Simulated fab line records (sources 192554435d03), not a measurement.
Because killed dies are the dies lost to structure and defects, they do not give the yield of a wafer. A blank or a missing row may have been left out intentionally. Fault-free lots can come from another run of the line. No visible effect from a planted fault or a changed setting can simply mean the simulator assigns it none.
Split-lot experiment	flow n5 finfet	39 wafers read across 7 lots, on a route 1938 steps long

== THE SPLIT ITSELF ==
At N5_MOL_CONTACT_COAG_ETCHBACK_135 (etches SiO2 in CHF3, target depth 25 nm, time 16.7 s), the setting time s was moved away from the recipe's 16.7 s on 9 of the 39 wafers read, by -33.2% to +50.5%. For the rest of the wafers, this setting stayed at what the recipe calls for.

== FROM THE SPLIT TO THE READING: what the file shows between them, 1 step ==
- N5_MOL_CONTACT_COAG_STRIP_118: strips in CHF3

== THE READING ==
SOC_of_MOL_CONTACT_COAG_COAT_75.thk nm (the simulator's own value, which no gauge read), in nm, at N5_MOL_CONTACT_COAG_VIA_ETCH_46 (etches SiO2 in C4F6/O2, target depth 46 nm, overetch 9.2 nm, time 40 s). The file does not state a usual value for it. Here, 30 wafers ran the recipe; their average is 50.7 nm with a standard deviation of 0.2 nm.

wafer	tool, chamber at the split	time s as run, s	against the recipe	SOC_of_MOL_CONTACT_COAG_COAT_75.thk nm, nm	against lot-mates on the recipe
L075.1	rie diel-06, 3,0,1	16.7	recipe	50.6	-
L075.4	rie diel-06, 3,0,1	16.7	recipe	50.6	-
L075.6	rie diel-06, 3,0,1	16.7	recipe	50.6	-
L075.2	rie diel-06, 1,2,2	16.7	recipe	50.8	-
L075.3	rie diel-06, 1,2,2	16.7	recipe	51	-
L075.5	rie diel-06, 1,2,2	16.7	recipe	51	-
L084.1	rie diel-06, 3	16.7	recipe	50.8	-
L084.2	rie diel-06, 1,0,3,0,1	16.7	recipe	50.8	-
L084.3	rie diel-06, 1,0,3,0,1	16.7	recipe	50.8	-
L084.4	rie diel-06, 1,0,3,0,1	16.7	recipe	50.8	-
L084.5	rie diel-06, 1,0,3,0,1	16.7	recipe	50.8	-
L084.6	rie diel-06, 1,0,3,0,1	16.7	recipe	50.8	-
L085.1	rie diel-05, 3	11.15	-33.2%	51.6	+0.7
L085.5	rie diel-05, 2,0	11.15	-33.2%	51.6	+0.7
L085.2	rie diel-05, 0,1	16.7	recipe	50.8	-
L085.3	rie diel-05, 0,1	16.7	recipe	50.8	-
L085.4	rie diel-05, 2,0	11.15	-33.2%	51.4	+0.5
L085.6	rie diel-05, 1	16.7	recipe	51	-
L088.1	rie diel-03, 2,0	24.14	+44.6%	49.6	-1.2
L088.4	rie diel-03, 2,0	24.14	+44.6%	49.6	-1.2
L088.2	rie diel-03, 1	24.14	+44.6%	49.4	-1.4
L088.3	rie diel-03, 3	16.7	recipe	50.8	-
L088.5	rie diel-03, 0	16.7	recipe	50.8	-
L088.6	rie diel-03, 3	16.7	recipe	50.8	-
L089.1	rie diel-05, 2	16.7	recipe	50.2	-
L089.4	rie diel-05, 3,1	16.7	recipe	50.4	-
L089.5	rie diel-05, 3,1	16.7	recipe	50.6	-
L090.1	rie diel-05, 0,2	16.7	recipe	51	-
L090.3	rie diel-05, 1	16.7	recipe	51	-
L090.6	rie diel-05, 1	16.7	recipe	51	-
L090.2	rie diel-05, 2,3	16.7	recipe	50.6	-
L090.4	rie diel-05, 2,3	16.7	recipe	50.4	-
L090.5	rie diel-05, 0,2	16.7	recipe	50.8	-
L092.1	rie diel-05, 3,2	25.13	+50.5%	49	-1.7
L092.3	rie diel-05, 3,2	25.13	+50.5%	49	-1.7
L092.2	rie diel-05, 1,1,2	16.7	recipe	50.8	-
L092.5	rie diel-05, 1,1,2	16.7	recipe	50.8	-
L092.4	rie diel-05, 0	25.13	+50.5%	49.2	-1.5
L092.6	rie diel-05, 1,1,2	16.7	recipe	50.4	-
The file does not say which wafer passed through which chamber wherever a row lists several chambers: such a row stands for several wafers.

FIT RESULTS
A straight line over all 39 wafers: SOC_of_MOL_CONTACT_COAG_COAT_75.thk nm changes by -0.029 nm for each +1% of time s; r = -0.95; the points scatter about the line by 0.2 nm.
The same after taking each lot's own level away (the mean of its wafers on the recipe; 39 wafers): -0.0279 nm for each +1%; r = -0.96; scatter 0.17 nm.
Per that fit: largest time s move, reading shift of 1.4 nm.
The lots' own levels span 50.40 to 50.87 nm, that is 2.3 times the standard deviation above.
Hence the lot-to-lot level has little effect on the slope; both slopes agree.
Check: for one of the wafers moved furthest among these (+50.5%), held out of the fit, the line's prediction against its lot-mates is -1.4 nm. It came out at -1.67 nm against them.

== FURTHER SPLITS ON THESE WAFERS ==
Before the reading, these wafers also passed through other splits. Each is held against what the fit with the lots' levels taken away leaves over:
other split on the same wafers	wafers away from the commonest value	r with SOC_of_MOL_CONTACT_COAG_COAT_75.thk nm (lot level and that fit taken away)
N5_FIN_SAQP_HM_DEP_03 time s	15	+0.02
N5_HKMG_FIN_NWFM_ALD_20 ald cycles	18	-0.13

== THE WHOLE CHAIN: every reading that the file lists as answering this split, in the file's order ==
step	what it does	reading	change (the file's fit)	r (the file's)
N5_MOL_CONTACT_COAG_ETCHBACK_135	etches SiO2 in CHF3, target depth 25 nm, time 16.7 s	SOC_of_MOL_CONTACT_COAG_COAT_75.thk nm (the simulator's own value, which no gauge read)	-0.0268 nm for each +1% of the setting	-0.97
N5_MOL_CONTACT_COAG_VIA_ETCH_46	etches SiO2 in C4F6/O2, target depth 46 nm, overetch 9.2 nm, time 40 s	SOC_of_MOL_CONTACT_COAG_COAT_75.thk nm (the simulator's own value, which no gauge read)	-0.0283 nm for each +1% of the setting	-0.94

== FILE'S OWN FIT ==
SOC_of_MOL_CONTACT_COAG_COAT_75.thk nm changes by -0.0283 nm for each +1% of time s, r = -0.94.
